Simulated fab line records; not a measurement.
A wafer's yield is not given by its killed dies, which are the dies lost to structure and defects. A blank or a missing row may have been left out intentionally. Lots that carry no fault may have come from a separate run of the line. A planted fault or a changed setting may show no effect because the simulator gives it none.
What tool caused it? ; flow n5 finfet ; Sampling: 24 lots, 72 wafers, 4 of 1938 route steps

== WHAT THE GAUGES SHOWED, per wafer ==
N5_BEOL_M2_INSPECT_30: inspects for defects (brightfield).
lot;measured;on;raw defect count
L074;day 6 17:31;defect inspect-02;347 503 670
L075;day 6 21:13;defect inspect-02;371 440 457
L076;day 6 22:34;defect inspect-02;393 628 300
L077;day 7 06:02;defect inspect-02;501 520 474
L078;day 7 11:45;defect inspect-02;487 505 588
L079;day 7 19:23;defect inspect-02;355 377 457
L080;day 7 20:41;defect inspect-01;278 265 298
L081;day 8 11:24;defect inspect-01;396 514 575
L082;day 8 12:49;defect inspect-02;582 629 620
L083;day 8 18:42;defect inspect-01;363 373 373
L084;day 9 01:50;defect inspect-01;284 316 390
L086;day 9 19:55;defect inspect-02;541 485 431
L085;day 9 20:05;defect inspect-01;377 426 444
L087;day 10 04:47;defect inspect-02;297 445 378
L088;day 10 08:12;defect inspect-01;462 404 452
L089;day 10 09:28;defect inspect-01;318 305 318
L090;day 10 16:23;defect inspect-02;430 269 449
L091;day 10 16:38;defect inspect-01;327 455 436
L092;day 10 22:21;defect inspect-02;313 290 436
L093;day 11 16:06;defect inspect-01;322 298 301
L094;day 11 19:26;defect inspect-02;431 502 476
L095;day 12 01:28;defect inspect-02;384 573 514
L096;day 12 05:02;defect inspect-01;378 439 427
L097;day 12 12:17;defect inspect-01;586 483 481

N5_BEOL_M2_CD_MEAS_35: target cd 18 nm, target cd y 22.2 nm.
lot;measured;on;cd nm (nm)
L074;day 6 20:23;cd sem-02;17.4 17.6 17.9
L075;day 6 23:59;cd sem-03;18.0 17.8 17.6
L076;day 7 00:06;cd sem-03;17.9 18.3 18.3
L077;day 7 09:21;cd sem-01;17.4 17.7 18.1
L078;day 7 18:50;cd sem-02;18.0 18.1 17.8
L079;day 7 23:39;cd sem-01;18.2 18.4 18.3
L080;day 8 03:20;cd sem-02;18.3 18.2 17.6
L081;day 8 14:01;cd sem-02;18.7 18.0 18.2
L082;day 8 14:17;cd sem-03;18.4 18.2 17.8
L083;day 8 20:34;cd sem-03;17.9 17.5 18.2
L084;day 9 04:03;cd sem-02;18.1 17.5 17.9
L086;day 10 03:22;cd sem-02;18.0 17.9 18.4
L085;day 10 04:01;cd sem-03;18.1 18.1 17.6
L087;day 10 07:04;cd sem-02;18.1 17.7 18.2
L088;day 10 09:27;cd sem-02;18.4 17.9 18.5
L089;day 10 10:34;cd sem-02;18.2 17.8 17.9
L090;day 10 17:28;cd sem-03;17.7 17.8 18.3
L091;day 10 17:35;cd sem-02;18.2 18.4 18.2
L092;day 11 01:26;cd sem-03;17.6 18.1 17.3
L093;day 11 20:17;cd sem-01;18.1 17.8 18.7
L094;day 11 23:50;cd sem-03;17.3 17.1 17.6
L095;day 12 02:47;cd sem-02;18.0 18.2 18.4
L096;day 12 06:23;cd sem-02;17.9 18.4 18.1
L097;day 12 13:32;cd sem-03;18.2 18.5 18.2

== WHAT TOOL EACH LOT RAN ON (gives the tool, then ch and the chambers of the sampled wafers, and finally the start) ==
lot;N5_BEOL_M2_HM_OPEN_17;N5_BEOL_M2_ETCHBACK_99
L074;rie metal-02 ch 0,1, day 6 16:52;rie diel-04 ch 2,3, day 6 19:50
L075;rie metal-01 ch 1, day 6 20:32;rie diel-05 ch 0,1, day 6 23:26
L076;rie metal-02 ch 0,1, day 6 21:58;rie diel-04 ch 0,1,3, day 6 23:33
L077;rie metal-03 ch 0,1, day 7 05:15;rie diel-04 ch 1,2, day 7 08:47
L078;rie metal-02 ch 0,1, day 7 11:02;rie diel-06 ch 0,1,2, day 7 18:17
L079;rie metal-03 ch 0,1, day 7 18:41;rie diel-05 ch 0,1, day 7 23:06
L080;rie metal-03 ch 0,1, day 7 20:07;rie diel-05 ch 2,3, day 8 02:47
L081;rie metal-02 ch 0,1, day 8 10:35;rie diel-06 ch 1,2,3, day 8 13:26
L082;rie metal-02 ch 0,1, day 8 12:05;rie diel-04 ch 0,2,3, day 8 13:44
L083;rie metal-01 ch 0,1, day 8 17:59;rie diel-06 ch 0,1,3, day 8 20:01
L084;rie metal-03 ch 0,1, day 9 01:10;rie diel-06 ch 0,1,3, day 9 03:28
L086;rie metal-01 ch 0,1, day 9 19:12;rie diel-05 ch 0,2,3, day 10 02:50
L085;rie metal-01 ch 0,1, day 9 19:32;rie diel-04 ch 0,2,3, day 10 03:27
L087;rie metal-02 ch 0, day 10 04:09;rie diel-04 ch 1,2, day 10 06:30
L088;rie metal-03 ch 0,1, day 10 07:38;rie diel-05 ch 1,2,3, day 10 08:54
L089;rie metal-03 ch 0,1, day 10 08:53;rie diel-06 ch 1,2,3, day 10 09:59
L090;rie metal-03 ch 1, day 10 15:48;rie diel-05 ch 0,1, day 10 16:53
L091;rie metal-03 ch 0,1, day 10 16:04;rie diel-04 ch 0,3, day 10 17:02
L092;rie metal-01 ch 0,1, day 10 21:38;rie diel-05 ch 0,1,2, day 11 00:53
L093;rie metal-02 ch 0,1, day 11 15:32;rie diel-06 ch 0,1,2, day 11 19:44
L094;rie metal-02 ch 0,1, day 11 18:51;rie diel-04 ch 0,1,3, day 11 23:11
L095;rie metal-02 ch 0,1, day 12 00:46;rie diel-05 ch 2,3, day 12 02:14
L096;rie metal-03 ch 0,1, day 12 04:28;rie diel-05 ch 0,1,2, day 12 05:50
L097;rie metal-02 ch 0,1, day 12 11:38;rie diel-06 ch 0,1,2, day 12 12:54
- N5_BEOL_M2_HM_OPEN_17: chemistry Cl2/BCl3, target TiN, target depth 20 nm, overetch 6 nm.
- N5_BEOL_M2_ETCHBACK_99: etches SiO2 in CHF3, target depth 5 nm, time 10.4 s.

== WHAT THE TOOLS THEMSELVES READ (means of the sampled wafers that have a number; where no wafer has one, the mark that the record gives instead) ==
N5_BEOL_M2_HM_OPEN_17.
lot;tool;chamber pressure mTorr (mTorr);drypump motor current A (A);oes product au (a.u.);throttle valve pct (%)
L074;rie metal-02;9.999;5.3;0.64;22.27
L075;rie metal-01;9.999;5.5;0.49;22.36
L076;rie metal-02;10.002;5.4;0.64;22.27
L077;rie metal-03;9.992;5.6;0.58;22.50
L078;rie metal-02;10.007;5.7;0.59;22.29
L079;rie metal-03;9.995;5.6;0.58;22.47
L080;rie metal-03;9.996;5.6;0.59;22.46
L081;rie metal-02;10.002;5.7;0.59;22.28
L082;rie metal-02;10.003;5.3;0.63;22.28
L083;rie metal-01;9.998;5.3;0.81;22.04
L084;rie metal-03;10.003;5.6;0.58;22.47
L086;rie metal-01;10.002;5.3;0.78;22.06
L085;rie metal-01;10.001;5.3;0.79;22.05
L087;rie metal-02;9.996;5.0;0.67;22.26
L088;rie metal-03;9.990;5.6;0.58;22.48
L089;rie metal-03;9.992;5.6;0.58;22.47
L090;rie metal-03;10.005;5.6;0.58;22.43
L091;rie metal-03;10.002;5.6;0.58;22.48
L092;rie metal-01;9.988;5.4;0.77;22.01
L093;rie metal-02;9.992;5.7;0.58;22.31
L094;rie metal-02;10.002;5.3;0.61;22.31
L095;rie metal-02;10.006;5.7;0.58;22.31
L096;rie metal-03;10.006;5.6;0.58;22.47
L097;rie metal-02;10.002;5.3;0.62;22.31

N5_BEOL_M2_ETCHBACK_99.
lot;tool;chamber pressure mTorr (mTorr);drypump motor current A (A);oes product au (a.u.);rf vpp V (V);showerhead plenum p Torr (Torr);throttle valve pct (%)
L074;rie diel-04;29.98;5.9;0.84;237;2.14;17.27
L075;rie diel-05;30.00;5.4;0.86;237;2.17;17.09
L076;rie diel-04;30.00;5.5;0.74;240;2.15;17.07
L077;rie diel-04;30.02;6.0;0.79;240;2.07;16.99
L078;rie diel-06;30.02;5.2;0.75;237;2.12;17.26
L079;rie diel-05;29.98;5.6;0.81;239;2.22;17.25
L080;rie diel-05;30.00;5.7;0.81;237;2.18;16.86
L081;rie diel-06;30.02;5.2;0.81;240;2.20;17.23
L082;rie diel-04;29.99;5.7;0.76;239;2.17;17.25
L083;rie diel-06;29.97;5.1;0.82;239;2.18;17.22
L084;rie diel-06;30.02;5.1;0.82;239;2.18;17.23
L086;rie diel-05;30.02;5.9;0.75;237;2.18;17.13
L085;rie diel-04;30.00;5.7;0.75;238;2.17;17.27
L087;rie diel-04;30.01;6.1;0.80;237;2.08;17.18
L088;rie diel-05;30.01;5.6;0.78;237;2.13;16.98
L089;rie diel-06;30.03;5.3;0.80;240;2.19;17.26
L090;rie diel-05;30.01;5.6;0.78;238;2.22;17.30
L091;rie diel-04;30.03;5.6;0.70;239;2.20;17.22
L092;rie diel-05;29.98;5.5;0.81;238;2.21;17.08
L093;rie diel-06;30.01;5.2;0.72;237;2.11;17.33
L094;rie diel-04;29.99;5.6;0.71;241;2.13;17.15
L095;rie diel-05;30.03;6.1;0.91;238;2.27;16.75
L096;rie diel-05;29.97;5.5;0.80;239;2.20;17.09
L097;rie diel-06;29.98;5.2;0.71;237;2.11;17.33

== THE ANSWER, worked out from the rows above alone ==
Rule: the lots themselves supply what counts as usual. Put in order of their means at a reading, lots are off if they are a third of the lots or fewer, leave a main group of 4 or more, and stand apart from it by a gap of 3 or more times the standard deviation of the main group's means; of several such gaps the widest counts. Not used: any main group whose means are identical at the precision the tables above print for the reading. A lot without any number at a reading at which 4 lots or more have one is off too. The other lots that the step has rows for count as sound. The gauges are gone through in route order, then the tools' own readings, and for those a lot's mean is taken as printed above. The first step at which some lot is off is used, and at that step the reading that is off furthest; a lot without a number counts as furthest.
None of the lots is off at any reading shown; this tells nothing.

== WHAT THE SIMULATOR HAD INSERTED ==
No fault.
